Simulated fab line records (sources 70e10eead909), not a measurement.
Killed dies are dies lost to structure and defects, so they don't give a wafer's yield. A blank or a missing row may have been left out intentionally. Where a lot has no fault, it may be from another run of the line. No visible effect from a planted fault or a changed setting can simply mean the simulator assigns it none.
Matching of chambers    flow nand_harc    4 sister chambers for NHARC_A_SGD_CUT_ETCH_58 on rie_diel-10
The step etches the open film in CF4, target depth 39 nm, time 65 s. 16 wafers are shown with their chamber, then 7 later ones without.

== WAFERS, EACH WITH ITS CHAMBER ==
wafer   chamber  showerhead_plenum_p_Torr (Torr)  drypump_motor_current_A (A)  rf_vpp_V (V)
L760.1  0        1.76                             5.7                          151.1
L760.2  2        1.78                             6.1                          150.3
L760.4  3        1.73                             6.7                          153.2
L761.1  2        1.78                             6.1                          151.4
L761.2  3        1.73                             6.7                          151.0
L761.6  2        1.78                             6.1                          151.6
L766.1  0        1.75                             5.7                          151.3
L766.2  2        1.78                             6.2                          152.4
L766.5  1        1.87                             5.7                          154.0
L767.2  0        1.75                             5.7                          151.6
L767.3  3        1.73                             6.7                          151.7
L767.5  3        1.73                             6.7                          150.0
L774.4  2        1.78                             6.1                          153.5
L774.5  2        1.78                             6.2                          152.0
L779.3  3        1.73                             6.7                          151.3
L779.4  2        1.78                             6.2                          151.9

SIGNATURES (averages over the wafers above)
reading                   chamber 0  chamber 1  chamber 2  chamber 3  scatter within a chamber
showerhead_plenum_p_Torr  1.7533     1.8700     1.7800     1.7300     0.00236
drypump_motor_current_A   5.700      5.700      6.143      6.700      0.0378
rf_vpp_V                  151.333    154.000    151.871    151.440    0.97
Rule: a wafer's distance from a chamber is the root of the sum, over the readings, of the square of ((its reading less the chamber's mean) divided by the reading's scatter). If the next closest chamber is less than 2 further off than the closest, the wafer can't be placed; otherwise it belongs to the closest. How the scatter is found: for the shown wafers, subtract from each reading the mean of its chamber, square and add these, divide the total by (wafers less chambers), then take the root.

== WAFERS WHOSE CHAMBER IS MISSING ==
wafer   showerhead_plenum_p_Torr (Torr)  drypump_motor_current_A (A)  rf_vpp_V (V)
L779.5  1.73                             6.7                          150.2
L780.1  1.73                             6.7                          151.0
L780.2  1.87                             5.7                          152.6
L780.5  1.78                             6.2                          151.9
L781.1  1.75                             5.7                          150.7
L781.3  1.78                             6.2                          150.4
L781.5  1.73                             6.7                          150.7

== THE CHAMBER EACH PASSED THROUGH ==
wafer   from the rows above  in truth
L779.5  3                    3
L780.1  3                    3
L780.2  1                    1
L780.5  2                    2
L781.1  0                    0
L781.3  2                    2
L781.5  3                    3
Correctly placed: 7 of 7. Number that these rows cannot place: 0. Wrongly placed: 0.
